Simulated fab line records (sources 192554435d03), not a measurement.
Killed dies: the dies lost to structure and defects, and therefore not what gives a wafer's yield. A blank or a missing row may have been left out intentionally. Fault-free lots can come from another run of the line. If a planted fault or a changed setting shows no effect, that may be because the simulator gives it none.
A lot that was struck, set against a sound lot	flow n5_finfet	36 steps out of a route of 1938
Sound: wafers L171.1, L171.3, L171.4. Wafers struck: L180.5, L180.6. The cause comes at the end.
Each step with rows lists, per side, the tool, then ch with its chambers, then its first start. Under that, the readings that differ: sound wafers	struck wafers	difference of the means	sigmas: that difference in standard deviations of wafers without a fault.
alike: a reading whose means differ by less than 2 such deviations, as well as words and numbers matching on both sides. not compared: withheld readings; readings where some wafer has no value; bounds like >300 that might hide an equal value; numbers whose values overlap and for which the record gives no deviation.
Wherever a step has rows on one side only, a row that says differs or no value, or a row with sigmas, the two part there. Numbers that don't overlap but have no deviation are shown without sigmas and don't part them. A reading missing from all wafers of one side parts the sides only when that side holds two or more wafers.

first, 9 steps without rows for these wafers: N5_BEOL_M4_ANNEAL_95 (time 240 s); N5_BEOL_M4_SPUTTER_96 (material Cu, target thk 4.5 nm, time 8.29 s); N5_BEOL_M4_ECD_50 (material Cu, target thk 300 nm); N5_BEOL_M4_ANNEAL_51 (time 90 s); N5_BEOL_M4_CMP_52 (polishes, stops on SiOC, t overpolish 6.8 s, target thk 40 nm); N5_BEOL_M4_PRE_CLEAN_60 (time 15 s); N5_BEOL_M4_CO_CAP_55 (material Co, precursor CCTBA/H2, target thk 2 nm, time 102.1 s); N5_BEOL_M4_PRE_CLEAN_56 (time 15 s); N5_BEOL_M4_DEP_57 (deposits SiCN from 3MS/NH3, target thk 8 nm, time 14 s).
N5_BEOL_M4_RC_MEAS_101:
  sound on prober-01 ch 0, day 8 10:27; struck on prober-02 ch 0, day 11 10:05
  alike: DIBL_N, DIBL_P, IOFF_N, IOFF_P, ION_N, ION_P, SS_N, SS_P, VT_N, VT_P
then, 24 steps without rows for these wafers: N5_BEOL_M5_ILD_DEP_00 (deposits SiCOH lowk from DEMS/porogen, target thk 140.64 nm, time 25.9 s); N5_BEOL_M5_CURE_79 (cures SiCOH lowk, time 240 s); N5_BEOL_M5_PECVD_70 (deposits SiO2 from TEOS/O2, target thk 16 nm, time 18 s); N5_BEOL_M5_HM_DEP_02 (deposits TiN, target thk 20 nm); N5_BEOL_M5_COAT_59 (time 60 s, resist thk 60 nm); N5_BEOL_M5_COAT_60 (time 60 s, resist thk 12 nm); N5_BEOL_M5_COAT_71 (time 60 s, resist thk 5 nm); N5_BEOL_M5_COAT_05 (resist thk 30 nm); N5_BEOL_M5_EBR_07; N5_BEOL_M5_SOFTBAKE_06 (time 60 s); N5_BEOL_M5_EXPOSE_08 (exposes mask M5, target cd 28 nm); N5_BEOL_M5_PEB_09 (peb time 60 s); N5_BEOL_M5_DEVELOP_10 (develop time 30 s); N5_BEOL_M5_DESCUM_16 (chemistry O2, time 7 s); N5_BEOL_M5_ETCH_72 (etches underlayer in N2/H2, target depth 6.5 nm, time 5.2 s); N5_BEOL_M5_ETCH_61 (etches SiARC in CF4, target depth 15.6 nm, time 26 s); N5_BEOL_M5_ETCH_62 (etches SOC in N2/H2, target depth 75 nm, overetch 15 nm, time 112.5 s); N5_BEOL_M5_STRIP_63 (strips in N2/H2); N5_BEOL_M5_STRIP_73 (strips in N2/H2); N5_BEOL_M5_STRIP_64 (strips in CF4); N5_BEOL_M5_HM_OPEN_17 (chemistry Cl2/BCl3, target TiN, target depth 20 nm, overetch 6 nm); N5_BEOL_M5_STRIP_19 (strips in O2); N5_BEOL_M5_COAT_65 (time 60 s, resist thk 60 nm); N5_BEOL_M5_COAT_66 (time 60 s, resist thk 12 nm).
N5_BEOL_M5_VIA_ETCH_34: etches SiCOH lowk in C4F6/O2, target depth 88.3 nm, time 39.2 s.
  sound on rie_diel-01 ch 0,2,3, day 8 16:03; struck on rie_diel-01 ch 1,3, day 11 14:37
reading	sound	struck	difference	sigmas
oes_product_au (a.u.)	0.87 0.69 0.71	0.53 0.50	-0.24	-2
rf_hours_counter_h (h)	37 226 212	- -	no value on the struck wafers	
model.etch.depth_nm (nm)	90.25 85.77 88.68	48.04 48.64	-39.89	
model.SOC_of_BEOL_M5_COAT_65.thk_nm (nm)	55.8 56 56	57.8 57.8	+1.9	
  alike: bias_w, drypump_motor_current_A, rf_vpp_V, showerhead_plenum_p_Torr, throttle_valve_pct
-- record jumps: 4 days separate the struck wafers' starts on either side; left off in module BEOL_M5, taken up again in module PASSIVATION, whose first shown step is the route's number 1936 --
N5_PASSIVATION_PROBE_49:
  only the struck wafers here have rows in the record (prober-02, day 15 12:39); the sound ones have none

== WHERE THEY PART ==
Last at N5_PASSIVATION_PROBE_49 as far as this record goes, first at N5_BEOL_M5_VIA_ETCH_34.

WHY: whatever the simulator had introduced
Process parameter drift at N5_BEOL_M5_VIA_ETCH_34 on rie_diel-01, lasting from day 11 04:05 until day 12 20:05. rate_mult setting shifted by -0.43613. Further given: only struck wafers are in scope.
